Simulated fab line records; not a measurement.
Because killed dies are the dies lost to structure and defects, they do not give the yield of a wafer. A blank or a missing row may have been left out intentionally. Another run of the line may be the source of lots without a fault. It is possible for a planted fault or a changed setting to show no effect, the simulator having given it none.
Matching of chambers + flow nand harc + cmp-03 running NHARC_A_M0_CMP_23: 4 sister chambers
The step polishes, t overpolish 20 s, target thk 113.75 nm. 4 wafers are shown with their chamber, then 11 later ones without.

== WAFERS PAIRED WITH THEIR CHAMBERS ==
| wafer  | chamber | motor current A (A) |
|--------|---------|---------------------|
| L089.1 | 1       | 11.3                |
| L092.1 | 2       | 12.2                |
| L092.2 | 3       | 11.2                |
| L093.1 | 0       | 12.9                |

== WAFERS MISSING THEIR CHAMBER ==
| wafer  | motor current A (A) |
|--------|---------------------|
| L093.4 | 11.1                |
| L093.5 | 11.0                |
| L094.3 | 11.1                |
| L094.5 | 11.1                |
| L094.6 | 12.8                |
| L095.2 | 11.4                |
| L095.4 | 11.5                |
| L095.6 | 12.1                |
| L097.1 | 11.7                |
| L097.2 | 11.1                |
| L097.6 | 11.8                |

== WHICH CHAMBER EACH ONE RAN IN ==
| wafer  | from the rows above          | in truth |
|--------|------------------------------|----------|
| L093.4 | can't be placed: 3 or 1      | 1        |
| L093.5 | can't be placed: 3 or 1      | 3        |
| L094.3 | can't be placed: 3 or 1      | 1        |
| L094.5 | can't be placed: 3 or 1      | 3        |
| L094.6 | 0                            | 0        |
| L095.2 | can't be placed: 1 or 3      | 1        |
| L095.4 | can't be placed: 1 or 3      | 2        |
| L095.6 | 2                            | 2        |
| L097.1 | can't be placed: 1 or 2 or 3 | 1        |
| L097.2 | can't be placed: 3 or 1      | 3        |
| L097.6 | can't be placed: 2 or 1 or 3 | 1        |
Placed correctly: 2 of 11. Unplaceable from these rows: 9, with the true chamber sitting among the candidates in 8. Wrongly placed: 0.
How it was worked out, from the rows above alone: a wafer's distance from a chamber is the root of the sum, over the readings, of the square of ((its reading less the chamber's mean) divided by the reading's scatter). If the next closest chamber is less than 2 further off than the closest, the wafer can't be placed; otherwise it belongs to the closest. Each chamber's mean is taken over the wafers shown for it. The scatter (one wafer shown for each chamber): square how far every hidden wafer sits from the nearest shown wafer, average those squares and take the square root.
